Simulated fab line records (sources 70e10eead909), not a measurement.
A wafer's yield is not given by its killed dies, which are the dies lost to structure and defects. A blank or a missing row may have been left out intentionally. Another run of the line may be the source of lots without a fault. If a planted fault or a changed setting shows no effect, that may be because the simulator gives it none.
fab line records | flow nand-harc
record: lots: 6 wafers: 18 last-day: 34
route steps=1302 shown A_CHANNEL_HOLE_D2@601 A_CHANNEL_FILL_D2@610 END@1302
lots that met no fault: from a run of the same line without faults
start-h: the number of hours between the record's first day and the start of the first shown wafer of the lot | wait-h: hours from the lot's prior step to this one | " same as the row above | L1.1+2: a row that stands for several wafers | - no value present, or no start provided | * or withheld: withheld | < > ~ a bound
route shown NAME@n: a module of which the file shows steps, and the number in the route of the first | usual: average and standard deviation across the fault-free wafers | same: alike in all rows | chamber/n: place in a boat | sites: the reading at each site | _std_site: the standard deviation of these | _edge_site: mean of outer sites minus mean of inner sites | radius-mm: for every site, how far away it sits from the centre of the wafer | mask NAME#n: copy n | behind: the tool/chamber that last shaped the wafer | hold: reason for holding the lot/hours on hold/outcome of the hold | device: transistor that didn't switch, given as n, p or np | end of line: the route-end tests of the same wafers | a step with no rows: only its recipe | killed: not the wafer's yield, but the dies lost to structure and defects at the first sort | map: the dies of a wafer, with x for killed, . for not killed, _ for no die there
set.NAME: setting as actually run; set.NAME@STEP: the setting as run at that earlier step | model.NAME: the simulator's own value behind a step, which no gauge read
a table for each step, a row for each wafer; lots at some steps of the route
services: a tool's chamber out of use, with start hour (start-h, from the record's first day; less than 0 if before it), hours out, and reason
== steps ==
step: NHARC_A_CHANNEL_HOLE_D2_STRIP_42
recipe: cf4-flow-sccm: 100 chf3-flow-sccm: 30 ar-flow-sccm: 0 bias-w: 0 chemistry: CF4/CHF3
step: NHARC_A_CHANNEL_HOLE_D2_STRIP_43
recipe: o2-flow-sccm: 400 cos-flow-sccm: 20 ar-flow-sccm: 0 bias-w: 0 chemistry: O2/COS
step: NHARC_A_CHANNEL_HOLE_D2_ETCH_44
recipe: target-depth-a: 1400 overetch-a: 140 time-s: 77 ion-energy-ev: 100 cf4-flow-sccm: 80 o2-flow-sccm: 20 ar-flow-sccm: 0 rf-w: 300 bias-w: 100 chemistry: CF4/O2
usual: bias-w: 100.0/0.3 drypump-motor-current-A: 5.4/0.39 mfc-ar-sccm: 0.015/0.015 o2-flow-sccm: 20.00/0.059 oes-product-au: 1.000/0.012 rf-vpp-V: 198.1/1.1 showerhead-plenum-p-Torr: 1.35/0.035 throttle-valve-pct: 13.398/0.0093
columns lot.wafer tool chamber start-h wait-h bias-w drypump-motor-current-A mfc-ar-sccm o2-flow-sccm oes-product-au rf-hours-counter-h rf-vpp-V showerhead-plenum-p-Torr throttle-valve-pct
L373.4 rie-diel-12 0 312.95 0.1 99.8 5.3 0 20.10 0.974 2.0 198.0 1.38 13.403
L373.1 " 1 " " 100.3 6.0 0.028 19.98 0.990 1.9 197.8 1.34 13.401
L373.6 " 0 " " 99.6 5.3 0 20.02 0.979 - 198.7 1.38 13.398
L376.1 rie-diel-12 3 343.31 0.1 99.6 5.1 0.028 20.02 1.008 3.9 199.1 1.37 13.392
L376.4 " 0 " " 99.9 5.3 0 20.03 0.979 4.3 198.8 1.38 13.391
L376.5 " 1 " " 99.9 6.0 0.028 19.99 1.004 - 196.5 1.34 13.406
L379.2 rie-diel-12 3 373.98 0.1 99.9 5.1 0.028 19.87 1.019 4.7 198.4 1.37 13.390
L379.4 " 0 " " 100.1 5.3 0 19.93 0.983 5.4 197.7 1.38 13.398
L379.3 " 1 " " 99.9 6.0 0.028 20.01 0.995 5.1 197.1 1.34 13.397
L381.2 rie-diel-12 2 395.09 0.1 99.9 4.9 0.035 20.01 0.988 5.9 197.2 1.36 13.399
L381.3 " 0 " " 99.8 5.3 0 19.94 0.989 7.3 198.4 1.38 13.402
L381.5 " 2 " " 99.6 4.9 0.035 19.93 0.996 - 198.1 1.36 13.388
L392.4 rie-diel-01 1 520.64 0.1 100.1 5.3 0.006 20.07 1.010 6.1 197.3 1.32 13.378
L392.3 " 2 " " 99.9 5.8 0.036 20.05 0.988 5.9 198.3 1.40 13.396
L392.6 " 0 " " 99.4 5.0 0 19.98 1.008 - 197.7 1.37 13.404
L393.4 rie-diel-08 0 522.68 0.1 99.7 5.5 0 19.88 1.006 9.7 195.2 1.25 13.403
L393.3 " 1 " " 100.1 5.1 0 20.03 1.009 8.7 197.3 1.29 13.401
L393.6 " 2 " " 100.4 5.3 0.024 20.04 0.980 - 200.2 1.38 13.401
step: NHARC_A_CHANNEL_HOLE_D2_STRIP_28
recipe: o2-flow-sccm: 500 ar-flow-sccm: 0 bias-w: 0 chemistry: O2
usual: drypump-motor-current-A: 5.4/0.39 mfc-ar-sccm: 0.016/0.015 o2-flow-sccm: 499.9/1.4 oes-product-au: 1.002/0.012 rf-vpp-V: 57.9/0.88 showerhead-plenum-p-Torr: 3.57/0.094 throttle-valve-pct: 17.037/0.009
same: bias-w: 0
columns lot.wafer tool chamber start-h wait-h drypump-motor-current-A mfc-ar-sccm o2-flow-sccm oes-product-au rf-hours-counter-h rf-vpp-V showerhead-plenum-p-Torr throttle-valve-pct
L373.1 rie-diel-12 2 - - 4.9 0.035 500.2 0.991 1.8 57.4 3.59 17.018
L373.4 " 0 " " 5.3 0 501.3 0.974 2.0 56.8 3.63 17.023
L373.6 " 2 " " 4.9 0.035 498.5 0.989 - 58.5 3.58 17.037
L376.1 rie-diel-12 1 - - 6.1 0.028 498.7 0.991 3.9 58.2 3.53 17.022
L376.4 " 2 " " 4.9 0.035 499.2 0.996 3.4 58.1 3.58 17.028
L376.5 " 1 " " 6.1 0.028 500.0 0.986 - 59.4 3.53 17.041
L379.3 rie-diel-12 2 - - 4.9 0.035 497.2 1.000 4.3 58.5 3.58 17.030
L379.4 " 3 " " 5.1 0.028 498.5 1.027 4.8 57.7 3.62 17.066
L379.2 " 1 " " 6.1 0.028 499.3 0.994 5.2 58.2 3.53 17.046
L381.3 rie-diel-12 3 - - 5.1 0.028 497.6 1.025 6.6 57.0 3.62 17.031
L381.2 " 0 " " 5.3 0 500.8 0.997 7.4 57.1 3.63 17.038
L381.5 " 2 " " 4.9 0.035 499.6 1.010 - 56.7 3.58 17.041
L392.3 rie-diel-01 3 - - 5.6 0 499.4 1.002 5.1 60.1 3.49 17.041
L392.4 " 1 " " 5.3 0.006 499.4 1.011 6.1 57.3 3.48 17.022
L392.6 " 3 " " 5.6 0 498.9 1.010 - 58.7 3.49 17.050
L393.4 rie-diel-08 3 - - 6.0 0.009 500.7 1.006 10.7 58.7 3.72 17.034
L393.3 " 1 " " 5.1 0 499.1 1.009 8.8 58.3 3.42 17.041
L393.6 " 3 " " 6.1 0.009 499.3 1.009 - 58.2 3.72 17.041
step: NHARC_A_CHANNEL_HOLE_D2_PRECLEAN_29
recipe: time-s: * temp-c: 50 bath-age-min: 0 chemistry: SC1
step: NHARC_A_CHANNEL_HOLE_D2_SRD_30
step: NHARC_A_CHANNEL_HOLE_D2_CD_MEAS_31
usual: cd-nm: 90.0/1.2
columns lot.wafer tool chamber start-h wait-h cd-nm
L373.1 cd-sem-01 - 313.73 - 88.9
L373.4 " - " " 91.4
L373.6 " - " " 91.3
L376.1 cd-sem-03 - 344.09 - 90.6
L376.4 " - " " 89.5
L376.5 " - " " 88.1
L379.2 cd-sem-02 - 374.77 - 90.5
L379.3 " - " " 88.7
L379.4 " - " " 90.7
L381.2 cd-sem-01 - 395.89 - 89.4
L381.3 " - " " 90.3
L381.5 " - " " 91.2
L392.3 cd-sem-03 - 521.45 - 90.0
L392.4 " - " " 91.8
L392.6 " - " " 89.7
L393.3 cd-sem-01 - 523.47 - 89.5
L393.4 " - " " 90.2
L393.6 " - " " 89.1
step: NHARC_A_CHANNEL_HOLE_D2_XSEM_32
recipe: landing-energy-ev: 35000
usual: bot-cd-nm: 74.4/1.5 bow-nm: 8.63/0.24 tilt-deg: 0.07/0.044
columns lot.wafer tool chamber start-h wait-h bot-cd-nm bow-nm tilt-deg
L373.1 xsem-02 0 313.82 0.1 73.7 8.39 0.06
L373.4 " 0 " " 75.9 8.40 0.06
L373.6 " 0 " " 75.4 8.33 0.06
L376.1 xsem-01 0 344.18 0.1 74.3 8.71 0.07
L376.4 " 0 " " 73.3 8.68 0.07
L376.5 " 0 " " 72.6 8.67 0.07
L379.2 xsem-02 0 374.86 0.1 72.6 8.75 0.03
L379.3 " 0 " " 72.3 8.70 0.03
L379.4 " 0 " " 74.3 8.83 0.03
L381.2 xsem-01 0 395.97 0.1 75.0 8.63 0.08
L381.3 " 0 " " 76.0 8.71 0.08
L381.5 " 0 " " 76.2 8.62 0.08
L392.3 xsem-02 0 521.54 0.1 73.8 8.72 0.04
L392.4 " 0 " " 75.2 8.69 0.04
L392.6 " 0 " " 72.8 8.77 0.04
L393.3 xsem-01 0 523.56 0.1 73.6 8.53 -0.01
L393.4 " 0 " " 74.2 8.50 -0.01
L393.6 " 0 " " 74.3 8.57 -0.01
step: NHARC_A_CHANNEL_HOLE_D2_INSPECT_40
usual: raw-defect-count: 290/94
columns lot.wafer tool chamber start-h wait-h raw-defect-count
L373.1 defect-inspect-02 - 313.92 - 428
L373.4 " - " " 307
L373.6 " - " " 283
L376.1 defect-inspect-02 - 344.28 - 184
L376.4 " - " " 272
L376.5 " - " " 261
L379.2 defect-inspect-02 - 374.96 - 326
L379.3 " - " " 269
L379.4 " - " " 284
L381.2 defect-inspect-02 - 396.07 - 391
L381.3 " - " " 350
L381.5 " - " " 458
L392.3 defect-inspect-01 - 521.63 - 362
L392.4 " - " " 302
L392.6 " - " " 510
L393.3 defect-inspect-01 - 523.65 - 142
L393.4 " - " " 107
L393.6 " - " " 120
step: NHARC_A_CHANNEL_FILL_D2_PRECLEAN_00
recipe: time-s: * temp-c: 50 bath-age-min: 0 chemistry: SC1
step: NHARC_A_CHANNEL_FILL_D2_SRD_01
step: NHARC_A_CHANNEL_FILL_D2_ALD_02
recipe: target-thk-a: 60 pulse-time-s: 10 ald-cycles: 60 temp-c: 300 material: SiO2
usual: heater-power-outer-w: 237/25 heater-power-w: 425/36 precursor-pulse-height-rel: 1.000/0.021 susceptor-temp-C: 299.99/0.2
columns lot.wafer tool chamber start-h wait-h heater-power-outer-w heater-power-w precursor-pulse-height-rel susceptor-temp-C
L373.4 ald-hk-03 1 314.19 - 196 356 0.981 299.65
L373.1 " 3 " " 209 379 1.012 300.15
L373.6 " 1 " " 194 364 1.034 300.24
L376.1 ald-hk-03 1 344.47 - 195 375 0.971 299.68
L376.4 " 0 " " 232 432 1.043 300.44
L376.5 " 2 " " 261 436 1.010 299.94
L379.2 ald-hk-03 0 375.18 0.1 235 437 0.999 300.00
L379.3 " 2 " " 259 434 0.990 300.13
L379.4 " 3 " " 220 377 1.043 300.14
L381.3 ald-hk-01 2 396.65 - 244 443 0.984 -
L381.2 " 3 " " 247 428 0.982 -
L381.5 " 1 " " 225 393 1.009 -
L392.4 ald-hk-01 1 521.83 - 242 421 1.039 300.22
L392.3 " 0 " " 212 403 1.009 300.06
L392.6 " 1 " " 241 415 1.006 300.24
L393.3 ald-hk-01 3 523.84 - 243 428 1.004 -
L393.4 " 0 " " 221 397 1.058 -
L393.6 " 3 " " 246 436 0.978 -
step: NHARC_A_CHANNEL_FILL_D2_ALD_03
recipe: target-thk-a: 60 pulse-time-s: 60 ald-cycles: 58 temp-c: 630 pressure-torr: 2 material: SiNx
usual: precursor-pulse-height-rel: 1.003/0.02 susceptor-temp-C: 630.05/0.27
columns lot.wafer tool chamber start-h wait-h precursor-pulse-height-rel susceptor-temp-C
L373.1 ald-sin-batch-01 0 317.55 - 1.018 -
L373.4 " 0 " " 1.015 -
L373.6 " 0 " " 1.006 -
L376.1 ald-sin-batch-03 0 347.92 - 1.007 630.18
L376.4 " 0 " " 1.002 630.13
L376.5 " 0 " " 0.971 630.11
L379.2 ald-sin-batch-03 0 378.64 - 1.001 607.03
L379.3 " 0 " " 1.015 607.33
L379.4 " 0 " " 0.991 606.78
L381.2 ald-sin-batch-03 0 399.96 - 0.983 607.88
L381.3 " 0 " " 1.010 607.44
L381.5 " 0 " " 1.024 607.48
L392.3 ald-sin-batch-02 0 531.73 - 0.989 630.03
L392.4 " 0 " " 0.996 629.98
L392.6 " 0 " " 0.993 629.98
L393.3 ald-sin-batch-02 0 531.73 - 1.001 629.64
L393.4 " 0 " " 1.007 630.19
L393.6 " 0 " " 1.020 630.25
step: NHARC_A_CHANNEL_FILL_D2_ALD_14
recipe: target-thk-a: 25 pulse-time-s: 10 ald-cycles: 25 temp-c: 300 material: SiO2
usual: heater-power-outer-w: 236/29 heater-power-w: 423/42 precursor-pulse-height-rel: 0.999/0.022 susceptor-temp-C: 299.97/0.17
columns lot.wafer tool chamber start-h wait-h heater-power-outer-w heater-power-w precursor-pulse-height-rel susceptor-temp-C
L373.1 ald-hk-01 1 321.07 0.0 233 393 1.001 299.93
L373.4 " 0 " " 229 412 1.000 299.74
L373.6 " 2 " " 250 449 1.023 299.90
L376.4 ald-hk-01 1 351.54 0.0 230 407 1.048 299.95
L376.1 " 0 " " 230 423 0.991 300.23
L376.5 " 1 " " 222 401 1.004 300.22
L379.2 ald-hk-02 2 382.20 0.0 213 385 0.976 299.80
L379.3 " 3 " " 258 478 1.001 300.17
L379.4 " 0 " " 193 407 1.051 299.77
L381.3 ald-hk-02 3 403.52 0.0 255 454 1.017 299.90
L381.2 " 2 " " 223 408 0.993 300.09
L381.5 " 0 " " 200 406 0.993 299.81
L392.3 ald-hk-01 3 535.59 0.3 245 437 0.995 299.89
L392.4 " 1 " " 237 426 0.995 299.81
L392.6 " 3 " " 247 428 0.966 299.83
L393.4 ald-hk-01 1 535.85 0.5 245 420 0.963 299.57
L393.3 " 2 " " 248 441 0.971 300.21
L393.6 " 1 " " 239 427 0.979 299.98
step: NHARC_END_SORT_01
recipe: temp-c: 25
usual: killed-at-array: 52/17 killed-at-other: 0.9/1.2 killed-at-periphery: 3.9/2.7 killed-dies: 57/16 killed-open: 3.3/1.9 killed-short: 2.5/1.5
same: gross-dies: 677
columns lot.wafer tool chamber start-h wait-h killed-at-array killed-at-other killed-at-periphery killed-dies killed-open killed-short
L373.1 prober-01 0 585.24 2.5 74 0 4 78 6 1
L373.4 prober-01 0 587.64 3.4 76 1 2 79 3 2
L373.6 prober-01 0 589.24 4.0 71 0 3 74 5 1
L379.2 prober-01 0 647.89 2.8 74 2 2 78 3 1
L379.3 prober-01 0 648.70 3.1 65 2 3 70 3 2
L379.4 prober-01 0 649.51 3.4 59 1 4 64 7 2
L381.2 prober-02 0 655.62 2.8 59 3 4 66 1 4
L381.3 prober-02 0 656.42 3.1 62 2 6 70 5 2
L381.5 prober-02 0 658.03 3.7 59 3 3 65 6 2
L393.3 prober-02 0 791.29 3.1 23 0 2 25 2 2
L393.4 prober-02 0 792.08 3.4 43 0 5 48 2 1
L393.6 prober-02 0 793.68 4.0 47 0 7 54 2 4
killed by level:class
L373.1 A_CHANNEL_HOLE_D1:chamber-film-flake=29 A_CHANNEL_HOLE_D2:chamber-film-flake=19 A_SLIT:chamber-film-flake=11 A_CONTACT:chamber-film-flake=6 A_STAIRCASE:chamber-film-flake=4 P_GATE:geometric-particle:open=1 P_CONTACT:geometric-particle:open=1 P_M0:geometric-particle:open=1
L373.4 A_CHANNEL_HOLE_D1:chamber-film-flake=28 A_CHANNEL_HOLE_D2:chamber-film-flake=20 A_SLIT:chamber-film-flake=18 A_CONTACT:chamber-film-flake=5 A_STAIRCASE:chamber-film-flake=2 P_GATE:geometric-particle:short=1 P_CONTACT:geometric-particle:short=1 A_CHANNEL_FILL_D2:geometric-particle:open=1
L373.6 A_CHANNEL_HOLE_D2:chamber-film-flake=28 A_CHANNEL_HOLE_D1:chamber-film-flake=22 A_SLIT:chamber-film-flake=12 A_CONTACT:chamber-film-flake=2 P_M1:geometric-particle:open=1 P_M2:geometric-particle:open=1 A_DECK1_JOINT:geometric-particle:open=1 A_ONON_D2:geometric-particle:short=1
L379.2 A_CHANNEL_HOLE_D1:chamber-film-flake=36 A_CHANNEL_HOLE_D2:chamber-film-flake=16 A_CONTACT:chamber-film-flake=7 A_CHANNEL_FILL_D2:chamber-film-flake=4 A_DECK1_JOINT:chamber-film-flake=3 A_STAIRCASE:chamber-film-flake=3 P_STI:geometric-particle:open=1 A_ONON_D1:geometric-particle:open=1
L379.3 A_CHANNEL_HOLE_D1:chamber-film-flake=34 A_CONTACT:chamber-film-flake=10 A_CHANNEL_HOLE_D2:chamber-film-flake=7 A_CHANNEL_FILL_D2:chamber-film-flake=4 A_STAIRCASE:chamber-film-flake=4 A_DECK1_JOINT:chamber-film-flake=3 P_CONTACT:geometric-particle:open=1 P_M0:geometric-particle:open=1
L379.4 A_CHANNEL_HOLE_D1:chamber-film-flake=31 A_CHANNEL_HOLE_D2:chamber-film-flake=7 A_STAIRCASE:chamber-film-flake=5 A_CONTACT:chamber-film-flake=4 A_CHANNEL_FILL_D2:chamber-film-flake=3 P_STI:chamber-film-flake=2 P_STI:geometric-particle:open=1 P_BONDPAD:geometric-particle:open=1
L381.2 A_CHANNEL_HOLE_D1:chamber-film-flake=34 A_CHANNEL_HOLE_D2:chamber-film-flake=14 A_CONTACT:chamber-film-flake=3 THIN_TSV:chamber-film-flake=3 A_CHANNEL_FILL_D1:geometric-particle:short=2 P_STI:chamber-film-flake=2 A_CHANNEL_FILL_D1:chamber-film-flake=2 P_M0:geometric-particle:open=1
L381.3 A_CHANNEL_HOLE_D1:chamber-film-flake=37 A_CHANNEL_HOLE_D2:chamber-film-flake=11 A_CONTACT:chamber-film-flake=5 P_STI:chamber-film-flake=3 A_SLIT:chamber-film-flake=2 THIN_TSV:chamber-film-flake=2 P_GATE:geometric-particle:open=1 P_M0:geometric-particle:open=1
L381.5 A_CHANNEL_HOLE_D1:chamber-film-flake=40 A_CONTACT:chamber-film-flake=6 A_CHANNEL_HOLE_D2:chamber-film-flake=4 THIN_TSV:chamber-film-flake=3 A_BLC:geometric-particle:open=2 P_STI:chamber-film-flake=2 A_STAIRCASE:chamber-film-flake=2 P_M1:geometric-particle:open=1
L393.3 A_SLIT:chamber-film-flake=12 A_STAIRCASE:chamber-film-flake=3 A_CHANNEL_HOLE_D2:chamber-film-flake=2 A_CONTACT:chamber-film-flake=2 P_CONTACT:geometric-particle:open=1 P_M0:geometric-particle:open=1 A_CHANNEL_HOLE_D1:geometric-particle:short=1 A_WL_FILL:geometric-particle:short=1
L393.4 A_SLIT:chamber-film-flake=30 A_CHANNEL_HOLE_D1:unspecified=4 P_STI:chamber-film-flake=3 A_CHANNEL_HOLE_D1:chamber-film-flake=2 P_CONTACT:geometric-particle:open=1 A_CHANNEL_FILL_D1:geometric-particle:short=1 A_M1:geometric-particle:open=1 P_GATE:chamber-film-flake=1
L393.6 A_SLIT:chamber-film-flake=30 A_STAIRCASE:chamber-film-flake=5 P_STI:chamber-film-flake=3 A_CONTACT:chamber-film-flake=2 P_GATE:geometric-particle:open=1 P_CONTACT:geometric-particle:short=1 P_M1:geometric-particle:short=1 P_M2:geometric-particle:short=1
== services ==
columns tool chamber start-h hours kind
rie-diel-08 0 295.68 2.3 repair
rie-diel-08 - 295.75 0.6 repair
rie-diel-12 0 301.90 - clean
rie-diel-12 1 301.90 - clean
rie-diel-12 2 331.56 6.1 repair
ald-hk-01 - 331.98 1.9 repair
rie-diel-08 - 367.80 9.0 pm
rie-diel-01 3 369.34 6.2 repair
rie-diel-01 2 373.44 12.8 repair
xsem-01 - 374.00 14.0 pm
rie-diel-01 - 380.81 9.0 pm
ald-hk-03 - 390.07 10.0 pm
rie-diel-12 1 403.12 3.2 repair
rie-diel-12 - 445.40 9.0 pm
rie-diel-01 1 452.82 4.4 repair
rie-diel-12 0 462.54 1.9 repair
ald-hk-01 - 475.29 10.0 pm
rie-diel-01 2 483.53 3.5 repair
ald-sin-batch-03 - 498.33 40.1 repair
ald-sin-batch-01 - 506.00 26.0 pm
rie-diel-12 3 507.01 6.8 repair
ald-sin-batch-02 - 507.15 21.0 repair
ald-hk-02 - 527.58 10.0 pm
rie-diel-12 1 534.77 12.9 repair
== key ==
first-sign: step: NHARC_A_CHANNEL_FILL_D2_ALD_03 reading: susceptor-temp-C direction: down sigmas: 85 usual: * struck: *
effect none on later readings
met-at NHARC_A_CHANNEL_FILL_D2_ALD_03
struck-wafers L379.2,L379.3,L379.4,L381.2,L381.3,L381.5
tester-left-out L379,L381
onset-between 347.92 378.64
fault: kind: process-parameter-drift tool: ald-sin-batch-03 chamber: - onset-h: 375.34 steps: NHARC_A_CHANNEL_FILL_D1_ALD_03,NHARC_A_CHANNEL_FILL_D1_ALD_15,NHARC_A_CHANNEL_FILL_D2_ALD_03,NHARC_A_CHANNEL_FILL_D2_ALD_15 channel: temp-c offset: * shape: step end-h: 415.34 stated: *
tester-left-out: of these lots the tester's yield and bins aren't shown, on N5 and GAA mostly nor the transistor test; their killed dies are dies lost to structure and defects alone, not to doping, threshold or leakage, so they don't give the yield
